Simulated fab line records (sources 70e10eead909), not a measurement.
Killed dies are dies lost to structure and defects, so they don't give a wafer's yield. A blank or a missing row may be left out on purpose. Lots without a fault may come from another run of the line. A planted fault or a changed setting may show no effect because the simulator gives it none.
A lot that was struck, set against a sound lot / flow nand-harc / 13 out of 1302 route steps
Sound: the wafers L946.1, L946.2, L946.3. Struck: wafer L941.2 (left out: L941.1, a lot-mate that was not struck); the cause follows at the end.
At each step with rows: each side's tool, then ch and its chambers, then its first start. Under that, the readings that differ: sound wafers / struck wafers / difference of the means / sigmas: that difference in standard deviations of wafers without a fault.
alike: words and numbers the same on both sides, and readings whose means are apart by under 2 such deviations; not compared: readings that were withheld, readings missing a value for some wafer, numbers with overlapping values and no deviation given by the record, and bounds like >300 which may hide the same value.
Wherever a step has rows on one side only, a row that says differs or no value, or a row with sigmas, the two part there. When numbers do not overlap yet have no deviation, they are printed without sigmas and do not part them. A reading missing from all wafers of one side parts the sides only when that side holds two or more wafers.

NHARC_A_SLIT_CD_MEAS_21:
  sound: cd-sem-01 at day 27 16:41; struck: cd-sem-02 at day 24 14:59
  alike: cd-nm
then, 3 steps without rows for these wafers: NHARC_A_SIN_REMOVE_WET_00 (chemistry H3PO4, time 15300 s); NHARC_A_SIN_REMOVE_PRECLEAN_01 (cleans in SC1); NHARC_A_SIN_REMOVE_SRD_02.
NHARC_A_SIN_REMOVE_INSPECT_04:
  sound: defect-inspect-01 at day 27 22:35; struck: defect-inspect-01 at day 24 21:40
  alike: raw-defect-count
NHARC_A_WL_FILL_ALD_00: deposits Al2O3, target thk 3 nm, pulse time 3 s, ald cycles 30.
  sound on ald-hk-02 ch 0,2,3, day 27 22:41; struck on ald-hk-02 ch 1, day 24 22:01
  alike: heater-power-w, precursor-pulse-height-rel
NHARC_A_WL_FILL_RTA_01: time 5 s.
  sound on rtp-anneal-02 ch 0, day 27 22:55; struck on rtp-anneal-02 ch 0, day 24 22:26
  alike: lamp-power-pct, wafer_temp_C_max
NHARC_A_WL_FILL_ALD_02: deposits TiN, target thk 2 nm, pulse time 3 s, ald cycles 100.
  sound on ald-metal-04 ch 0,1,2, day 27 23:08; struck on ald-metal-02 ch 0, day 24 22:40
  alike: heater-power-w, precursor-pulse-height-rel
NHARC_A_WL_FILL_CVD_03: deposits W, target thk 40 nm, time 279 s.
  sound on cvd-w-02 ch 1, day 27 23:34; struck on cvd-w-01 ch 1, day 24 23:11
reading=heater-power-w (W); sound=427 424 428; struck=464; difference=+38; sigmas=+2
  alike: mfc-ar-sccm, throttle-valve-pct
then, 1 step without rows for these wafers: NHARC_A_WL_FILL_ETCHBACK_04 (etches the open film in NF3, target depth 60 nm, time 120 s).
NHARC_A_WL_FILL_ETCHBACK_05: etches the open film in Cl2/BCl3, target depth 22 nm, time 60 s.
  sound on rie-metal-02 ch 0,1, day 28 00:29; struck on rie-metal-01 ch 1, day 24 23:47
reading=oes-product-au (a.u.); sound=1.027 1.004 1.021; struck=0.803; difference=-0.214; sigmas=-21
  alike: drypump-motor-current-A
  not compared: rf-hours-counter-h
NHARC_A_WL_FILL_STRIP_27: strips in N2/H2, time 20 s.
  sound on plasma-asher-02 ch 0,1, day 28 00:37; struck on plasma-asher-02 ch 0, day 24 23:56
  alike: drypump-motor-current-A, heater-power-w
  not compared: rf-hours-counter-h
-- jump in the record: it breaks off in module A_WL_FILL and resumes in module END (first step shown: number 1302 of the route), and 4 days separate the struck wafers' starts before and after --
NHARC_END_SORT_01:
  at this point the record logs the struck wafers (prober-02 ch 0, day 29 03:29) and has no rows for the sound ones

## WHERE THEY PART
Last at NHARC_END_SORT_01 as far as this record goes, first at NHARC_A_WL_FILL_CVD_03.

WHY: what had been put in by the simulator
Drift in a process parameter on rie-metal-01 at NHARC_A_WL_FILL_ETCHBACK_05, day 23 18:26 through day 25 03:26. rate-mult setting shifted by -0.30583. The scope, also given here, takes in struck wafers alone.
